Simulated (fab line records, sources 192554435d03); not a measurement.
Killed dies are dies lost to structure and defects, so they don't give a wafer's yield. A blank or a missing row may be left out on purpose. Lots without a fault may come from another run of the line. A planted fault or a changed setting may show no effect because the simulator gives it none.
fab line records | flow n5_finfet
record lots=9 wafers=27 last_day=18
route steps=1938 shown HKMG_FIN@433 BEOL_M4@1111
lots that met no fault: from a run of the same line without faults
start_h: hours from the record's first day to the start of the lot's first wafer shown | wait_h: hours since the lot's step before | " the same as in the row above | L1.1+2: a row that stands for several wafers | - no value, or no start given | * or withheld: withheld | < > ~ a bound
route shown NAME@n: a module of which the file shows steps, and the number in the route of the first | usual: mean/standard deviation of fault-free wafers | same: alike in all rows | chamber/n: place in a boat | sites: the reading at each site | _std_site: their standard deviation | _edge_site: outer sites' mean less inner sites' | radius_mm: how far each site lies from the wafer's centre | mask NAME#n: copy n | behind: the tool/chamber that last shaped the wafer | hold: why the lot was held/for how many hours/how that ended | device: the transistor (n, p or np) that didn't switch | end of line: the same wafers' tests at the end of the route | a step without rows: its recipe alone | killed: dies lost to structure and defects at the first sort, not the wafer's yield | map: a wafer's dies, x killed, . not, _ none there
set.NAME: the setting as run; set.NAME@STEP: as run at that earlier step | model.NAME: the simulator's own value behind a step, which no gauge read
steps of the route over a sample of lots; a table a step, a row a wafer
services: from which hour (start_h, from the record's first day; less than 0 if before it) a tool's chamber was out of use, for how many hours, and why
## steps
# step N5_HKMG_FIN_DESCUM_17
# recipe chemistry=O2 time_s=7.9 source_power_w=50 bias_power_w=20 pressure_mtorr=20 rf_frequency_hz=2.712e+07 temp_c=40 resist=CAR-ArF o2_flow_sccm=225
# usual drypump_motor_current_A=5.9/0.42 oes_product_au=0.78/0.088 rf_vpp_V=243.4/1.3 showerhead_plenum_p_Torr=2.10/0.07 temp_c=39.99/0.11 throttle_valve_pct=20.25/0.25
# columns lot.wafer tool chamber start_h wait_h drypump_motor_current_A oes_product_au rf_hours_counter_h rf_vpp_V showerhead_plenum_p_Torr temp_c throttle_valve_pct
L802.1 rie_diel-02 2 86.46 0.8 5.6 0.68 242 242.9 2.15 39.96 20.92
L802.2 " 0 " " 5.5 0.84 73 245.5 2.11 39.82 19.90
L802.3 " 3 " " 5.9 0.84 61 245.5 2.12 39.73 20.34
L803.1 rie_diel-01 3 88.15 0.0 6.2 0.92 13 245.5 2.23 39.86 20.07
L803.3 " 0 " " 6.2 0.70 227 243.6 2.14 39.98 20.14
L803.4 " 0 " " 6.2 0.71 - 245.0 2.14 39.87 20.14
L807.1 rie_diel-01 1 110.96 0.0 5.9 0.95 9 242.1 2.04 40.05 20.09
L807.3 " 3 " " 6.2 0.91 21 245.5 2.23 40.04 20.08
L807.5 " 3 " " 6.2 0.90 - 246.0 2.23 39.87 20.09
L810.3 rie_diel-03 3 129.12 0.0 6.3 0.70 224 241.9 2.08 39.96 20.74
L810.5 " 3 " " 6.3 0.71 - 241.9 2.08 39.81 20.75
L810.6 " 2 " " 6.4 0.73 - 241.3 2.00 40.01 20.32
L814.2 rie_diel-03 0 152.45 0.1 6.3 0.68 248 242.2 2.06 40.05 20.26
L814.4 " 3 " " 6.3 0.71 232 242.1 2.07 40.08 20.76
L814.5 " 0 " " 6.3 0.67 - 244.3 2.06 39.97 20.25
L815.1 rie_diel-02 1 160.22 0.2 4.8 0.69 223 242.4 1.98 40.14 20.34
L815.2 " 3 " " 5.9 0.80 87 243.2 2.11 39.87 20.38
L815.4 " 2 " " 5.6 0.96 8 244.9 2.14 39.90 20.60
L818.1 rie_diel-03 1 179.57 0.0 5.8 0.72 202 243.2 2.17 39.86 20.39
L818.4 " 2 " " 6.4 0.72 - 242.1 1.99 39.85 20.35
L818.5 " 3 " " 6.3 0.70 - 241.6 2.07 39.98 20.77
L823.1 rie_diel-02 0 208.72 0.3 5.5 0.79 115 243.2 2.09 40.15 19.96
L823.5 " 0 " " 5.5 0.78 - 243.3 2.09 40.01 19.96
L823.6 " 1 " " 4.8 0.69 - 241.3 1.98 39.88 20.34
L824.1 rie_diel-02 0 210.93 0.0 5.5 0.79 116 243.6 2.09 39.92 19.96
L824.3 " 1 " " 4.8 0.69 241 242.1 1.98 40.18 20.35
L824.5 " 1 " " 4.8 0.69 - 241.1 1.98 40.08 20.37
# step N5_HKMG_FIN_STRIP_92
# recipe chemistry=N2/H2 material=SOC time_s=20 power_w=500 temp_c=40 pressure_mtorr=50 rf_frequency_hz=6e+07 bias_power_w=8 h2_frac=0.5 n2_flow_sccm=300 h2_flow_sccm=300
# usual drypump_motor_current_A=5.9/0.43 oes_product_au=0.79/0.088 rf_vpp_V=54.3/0.93 showerhead_plenum_p_Torr=3.37/0.1 temp_c=39.99/0.11 throttle_valve_pct=18.95/0.27
# columns lot.wafer tool chamber start_h wait_h drypump_motor_current_A oes_product_au rf_hours_counter_h rf_vpp_V showerhead_plenum_p_Torr temp_c throttle_valve_pct
L802.1 rie_diel-02 2 86.91 0.1 5.6 0.68 242 55.1 3.44 39.98 19.27
L802.2 " 0 " " 5.5 0.85 73 54.9 3.40 39.97 18.80
L802.3 " 3 " " 5.9 0.84 61 55.6 3.40 39.87 18.84
L803.1 rie_diel-01 3 88.60 0.1 6.2 0.93 13 54.0 3.57 40.04 18.72
L803.3 " 0 " " 6.2 0.71 227 54.8 3.46 39.89 18.68
L803.4 " 0 " " 6.2 0.71 - 51.8 3.45 40.04 18.71
L807.1 rie_diel-01 1 111.41 0.1 5.9 0.96 9 55.2 3.30 40.04 18.98
L807.3 " 3 " " 6.2 0.91 22 56.2 3.56 39.88 18.72
L807.5 " 3 " " 6.2 0.91 - 54.1 3.56 39.87 18.73
L810.3 rie_diel-03 3 129.57 0.1 6.3 0.71 224 55.7 3.33 40.13 19.61
L810.5 " 3 " " 6.3 0.71 - 53.6 3.33 39.97 19.61
L810.6 " 2 " " 6.4 0.73 - 52.3 3.21 39.99 18.79
L814.2 rie_diel-03 0 152.90 0.1 6.3 0.68 248 53.6 3.31 40.14 18.86
L814.4 " 3 " " 6.3 0.70 232 56.3 3.33 39.84 19.64
L814.5 " 0 " " 6.3 0.68 - 54.8 3.31 40.09 18.87
L815.1 rie_diel-02 1 160.67 0.1 4.8 0.70 223 53.4 3.20 39.93 19.27
L815.2 " 3 " " 5.9 0.81 87 54.6 3.39 39.95 18.89
L815.4 " 2 " " 5.7 0.97 8 53.5 3.43 39.86 18.91
L818.1 rie_diel-03 1 180.02 0.1 5.8 0.72 203 54.9 3.47 39.91 18.98
L818.4 " 2 " " 6.4 0.72 - 52.9 3.20 39.94 18.80
L818.5 " 3 " " 6.3 0.70 - 52.4 3.32 39.91 19.66
L823.1 rie_diel-02 0 209.17 0.1 5.5 0.80 116 52.2 3.38 40.00 18.83
L823.5 " 0 " " 5.5 0.80 - 54.9 3.38 39.87 18.87
L823.6 " 1 " " 4.8 0.69 - 55.1 3.19 39.99 19.28
L824.1 rie_diel-02 0 211.39 0.1 5.5 0.79 116 54.9 3.37 39.80 18.86
L824.3 " 1 " " 4.8 0.69 241 53.8 3.19 39.88 19.31
L824.5 " 1 " " 4.9 0.69 - 53.7 3.19 39.82 19.29
# step N5_HKMG_FIN_STRIP_88
# recipe chemistry=N2/H2 power_w=2500 temp_c=300 h2_frac=0.65 time_s=360 pressure_mtorr=withheld n2_flow_sccm=1750 h2_flow_sccm=3250
# usual drypump_motor_current_A=5.86/0.14 heater_power_w=478/31 temp_c=299.98/0.2
# columns lot.wafer tool chamber start_h wait_h drypump_motor_current_A heater_power_w rf_hours_counter_h temp_c
L802.1 plasma_asher-02 1 88.14 0.0 5.93 440 34 300.01
L802.2 " 0 " " 5.64 482 34 300.29
L802.3 " 0 " " 5.63 477 - 299.99
L803.1 plasma_asher-01 1 89.72 0.0 6.01 527 95 299.97
L803.3 " 0 " " 5.98 458 - 299.87
L803.4 " 1 " " 6.00 539 - 299.89
L807.1 plasma_asher-02 1 112.53 0.0 5.91 445 40 299.92
L807.3 " 1 " " 5.91 442 - 299.62
L807.5 " 0 " " 5.64 473 - 299.88
L810.3 plasma_asher-02 1 130.81 0.1 5.91 458 - 299.76
L810.5 " 0 " " 5.65 484 - 300.03
L810.6 " 1 " " 5.91 445 - 299.71
L814.2 plasma_asher-02 0 154.03 0.0 5.65 486 47 300.02
L814.4 " 0 " " 5.64 475 - 299.56
L814.5 " 1 " " 5.89 454 - 300.06
L815.1 plasma_asher-01 1 161.88 0.0 5.97 536 111 300.52
L815.2 " 0 " " 6.00 457 111 299.84
L815.4 " 1 " " 5.97 525 - 300.19
L818.1 plasma_asher-01 1 181.24 0.0 5.98 531 116 299.88
L818.4 " 1 " " 5.97 533 - 299.63
L818.5 " 1 " " 5.97 550 - 299.84
L823.1 plasma_asher-02 0 210.32 0.0 5.68 485 57 300.00
L823.5 " 0 " " 5.67 483 - 300.12
L823.6 " 1 " " 5.90 441 - 299.97
L824.1 plasma_asher-02 1 212.50 0.0 5.89 446 58 299.72
L824.3 " 1 " " 5.90 445 - 299.88
L824.5 " 1 " " 5.89 457 - 299.75
# step N5_HKMG_FIN_ALD_71
# recipe material=TiN target_thk_a=10 temp_c=400 ald_precursor_family=TiCl4 ald_co_reactant=NH3 pulse_time_s=1 purge_time_s=3 co_reactant_purge_time_s=2 co_reactant_pulse_time_s=2 ald_cycles=47 pressure_torr=3
# usual heater_power_w=932/110 precursor_pulse_height_rel=1.002/0.02 susceptor_temp_C=400.03/0.23
# columns lot.wafer tool chamber start_h wait_h heater_power_w precursor_pulse_height_rel susceptor_temp_C
L802.1 ald_metal-04 3 88.63 0.0 1071 1.002 400.25
L802.2 " 1 " " 958 0.984 400.09
L802.3 " 0 " " 931 0.996 399.84
L803.1 ald_metal-04 2 90.20 0.0 932 1.036 399.78
L803.3 " 3 " " 1094 1.029 399.69
L803.4 " 0 " " 950 0.960 399.79
L807.1 ald_metal-01 0 113.01 0.0 959 0.986 399.72
L807.3 " 1 " " 1126 0.963 400.01
L807.5 " 1 " " 1124 0.995 400.23
L810.3 ald_metal-01 0 131.17 0.0 948 0.982 399.98
L810.5 " 1 " " 1114 1.004 399.86
L810.6 " 2 " " 884 1.017 400.11
L814.2 ald_metal-04 0 154.51 0.0 942 1.019 400.35
L814.4 " 2 " " 916 1.017 399.89
L814.5 " 2 " " 916 0.968 399.76
L815.1 ald_metal-04 2 162.36 0.0 943 0.984 399.80
L815.2 " 3 " " 1092 1.018 399.79
L815.4 " 1 " " 939 1.000 400.26
L818.1 ald_metal-04 3 181.72 0.0 927 0.994 370.52
L818.4 " 1 " " 790 1.000 370.87
L818.5 " 0 " " 778 1.001 370.71
L823.1 ald_metal-04 3 210.80 0.0 918 1.014 370.94
L823.5 " 0 " " 769 0.973 370.39
L823.6 " 1 " " 798 1.013 370.57
L824.1 ald_metal-02 0 212.99 0.0 928 1.030 400.18
L824.3 " 1 " " 863 0.996 399.55
L824.5 " 0 " " 919 0.981 400.04
# step N5_BEOL_M4_RC_MEAS_101
# usual DIBL_N=36.4/1.2 DIBL_P=36.1/1.6 IOFF_N=0.156/0.024 IOFF_P=0.21/0.031 ION_N=674/11 ION_P=463/6.9 SS_N=71.5/0.5 SS_P=73.2/0.55 VT_N=250.0/2.9 VT_P=-250/3.6
# columns lot.wafer tool chamber start_h wait_h DIBL_N[mV/V] DIBL_P[mV/V] IOFF_N[nA/um] IOFF_P[nA/um] ION_N[uA/um] ION_P[uA/um] SS_N[mV/dec] SS_P[mV/dec] VT_N[mV] VT_P[mV]
L802.1 prober-01 0 167.87 0.0 36.0 35.3 0.151 0.23 682 472 71.9 73.1 250.8 -246
L802.2 " 0 " " 35.7 35.0 0.147 0.22 677 471 72.0 72.9 251.0 -246
L802.3 " 0 " " 36.9 35.9 0.168 0.24 679 469 71.3 72.6 247.8 -245
L803.1 prober-01 0 173.74 0.0 37.3 38.3 0.181 0.23 680 469 72.1 73.3 247.3 -250
L803.3 " 0 " " 38.7 39.4 0.208 0.24 684 464 72.1 73.8 244.2 -249
L803.4 " 0 " " 36.8 37.6 0.167 0.21 674 459 72.4 73.3 247.0 -251
L807.1 prober-01 0 191.95 0.0 36.8 35.8 0.182 0.28 676 470 71.2 73.6 250.4 -245
L807.3 " 0 " " 38.0 36.4 0.195 0.28 683 467 72.1 74.5 247.6 -242
L807.5 " 0 " " 37.1 36.3 0.185 0.29 681 471 71.8 73.5 247.4 -243
L810.3 prober-02 0 222.35 0.3 39.1 38.8 0.219 0.26 698 476 72.2 73.5 243.5 -246
L810.5 " 0 " " 37.1 35.5 0.158 0.21 676 466 71.5 73.5 249.8 -249
L810.6 " 0 " " 38.8 38.1 0.207 0.25 698 471 71.7 73.9 244.3 -246
L814.2 prober-01 0 242.19 0.2 37.0 35.7 0.143 0.17 665 455 72.0 73.3 250.7 -259
L814.4 " 0 " " 37.7 36.9 0.156 0.18 684 458 72.1 73.2 249.1 -258
L814.5 " 0 " " 36.5 35.4 0.135 0.16 667 454 71.4 73.1 252.3 -259
L815.1 prober-02 0 243.90 0.0 36.6 35.0 0.154 0.19 681 463 71.8 73.3 252.5 -252
L815.2 " 0 " " 35.8 34.9 0.151 0.18 684 460 71.6 73.0 249.4 -254
L815.4 " 0 " " 34.6 33.3 0.127 0.17 665 452 71.5 73.3 253.1 -257
L818.1 prober-01 0 257.99 0.0 35.7 34.8 0.137 0.20 668 461 70.4 73.1 249.9 -249
L818.4 " 0 " " 35.9 35.4 0.142 0.21 667 461 71.3 72.7 248.8 -249
L818.5 " 0 " " 36.2 35.9 0.144 0.21 668 466 71.4 72.7 249.8 -248
L823.1 prober-02 0 314.63 0.0 37.1 37.7 0.177 0.23 667 465 71.8 74.1 247.9 -249
L823.5 " 0 " " 36.2 36.1 0.152 0.20 657 455 71.2 73.4 252.2 -253
L823.6 " 0 " " 36.1 36.2 0.152 0.20 669 460 71.6 73.5 250.4 -253
L824.1 prober-01 0 314.74 0.0 35.8 35.8 0.156 0.19 678 464 71.4 73.8 248.1 -253
L824.3 " 0 " " 35.0 34.4 0.141 0.17 674 452 72.0 73.3 251.6 -255
L824.5 " 0 " " 35.1 34.8 0.140 0.17 681 464 71.5 72.8 248.5 -254
## services
# columns tool chamber start_h hours kind
rie_diel-01 2 64.49 1.4 repair
ald_metal-01 - 69.25 1.4 repair
rie_diel-03 - 72.00 15.6 pm
ald_metal-04 - 103.32 6.0 pm
rie_diel-02 2 108.20 - clean
rie_diel-02 2 108.20 - consumable_replace:focus_ring
rie_diel-02 2 108.20 21.8 scheduled_down
rie_diel-02 2 108.20 21.8 vent_cycle
ald_metal-04 - 112.16 0.5 repair
rie_diel-01 1 121.69 7.3 repair
ald_metal-01 2 132.64 2.4 repair
plasma_asher-01 - 132.90 0.6 repair
plasma_asher-02 - 139.38 4.3 pm
rie_diel-02 3 152.96 1.8 repair
rie_diel-03 0 165.62 14.4 repair
rie_diel-01 1 172.82 7.6 repair
rie_diel-02 0 174.77 2.9 repair
rie_diel-03 0 180.07 - clean
rie_diel-03 0 180.07 - consumable_replace:focus_ring
rie_diel-03 0 180.07 19.5 scheduled_down
rie_diel-03 0 180.07 19.5 vent_cycle
plasma_asher-02 - 189.71 1.6 repair
rie_diel-03 3 199.55 - clean
ald_metal-01 0 212.99 3.4 repair
## key
first_sign step=N5_HKMG_FIN_ALD_71 reading=susceptor_temp_C direction=down sigmas=99+ usual=* struck=*
effect none on later readings
met_at N5_HKMG_FIN_ALD_71
struck_lots L818,L823
not_acting_at N5_HKMG_FIN_DESCUM_17,N5_HKMG_FIN_STRIP_92,N5_HKMG_FIN_STRIP_88
onset_between 162.36 181.72
fault kind=process_parameter_drift tool=ald_metal-04 chamber=- onset_h=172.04 steps=N5_HKMG_FIN_ALD_71 channel=temp_c offset=* shape=step end_h=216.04 acts_in=* stated=*
